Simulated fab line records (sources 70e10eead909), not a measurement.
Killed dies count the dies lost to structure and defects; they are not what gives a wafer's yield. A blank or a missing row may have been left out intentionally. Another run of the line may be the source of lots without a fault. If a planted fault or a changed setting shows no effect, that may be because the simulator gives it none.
Chamber matching :: flow nandHarc :: 4 sister chambers for NHARC_A_STAIRCASE_TRIM_229 on rieDiel-01
The step chemistry O2, time 211.2 s. 4 wafers are shown with their chamber, then 7 later ones without.

WAFERS WITH THEIR CHAMBER
wafer: L084.3
chamber: 3
showerheadPlenumPTorr (Torr): 3.35

wafer: L086.4
chamber: 0
showerheadPlenumPTorr (Torr): 3.72

wafer: L087.1
chamber: 1
showerheadPlenumPTorr (Torr): 3.46

wafer: L087.2
chamber: 2
showerheadPlenumPTorr (Torr): 3.30

WAFERS WITHOUT THEIR CHAMBER
wafer: L087.5
showerheadPlenumPTorr (Torr): 3.72

wafer: L091.1
showerheadPlenumPTorr (Torr): 3.35

wafer: L091.2
showerheadPlenumPTorr (Torr): 3.71

wafer: L091.5
showerheadPlenumPTorr (Torr): 3.71

wafer: L093.1
showerheadPlenumPTorr (Torr): 3.29

wafer: L093.3
showerheadPlenumPTorr (Torr): 3.34

wafer: L093.6
showerheadPlenumPTorr (Torr): 3.29

CHAMBER TAKEN BY EACH
wafer: L087.5
from the rows above: 0
in truth: 0

wafer: L091.1
from the rows above: 3
in truth: 3

wafer: L091.2
from the rows above: 0
in truth: 0

wafer: L091.5
from the rows above: 0
in truth: 0

wafer: L093.1
from the rows above: 2
in truth: 2

wafer: L093.3
from the rows above: 3
in truth: 3

wafer: L093.6
from the rows above: 2
in truth: 2
Placed correctly: 7 of 7. Can't be placed from these rows: 0. 0 placed wrongly.
How it was worked out, from the rows above alone: a wafer's distance from a chamber is the root of the sum, over the readings, of the square of ((its reading less the chamber's mean) divided by the reading's scatter). If the next closest chamber is less than 2 further off than the closest, the wafer can't be placed; otherwise it belongs to the closest. Each chamber's mean is taken over the wafers shown for it. The scatter: with one shown wafer a chamber, the root of the mean of the squares of how far each hidden wafer lies from its nearest shown one.
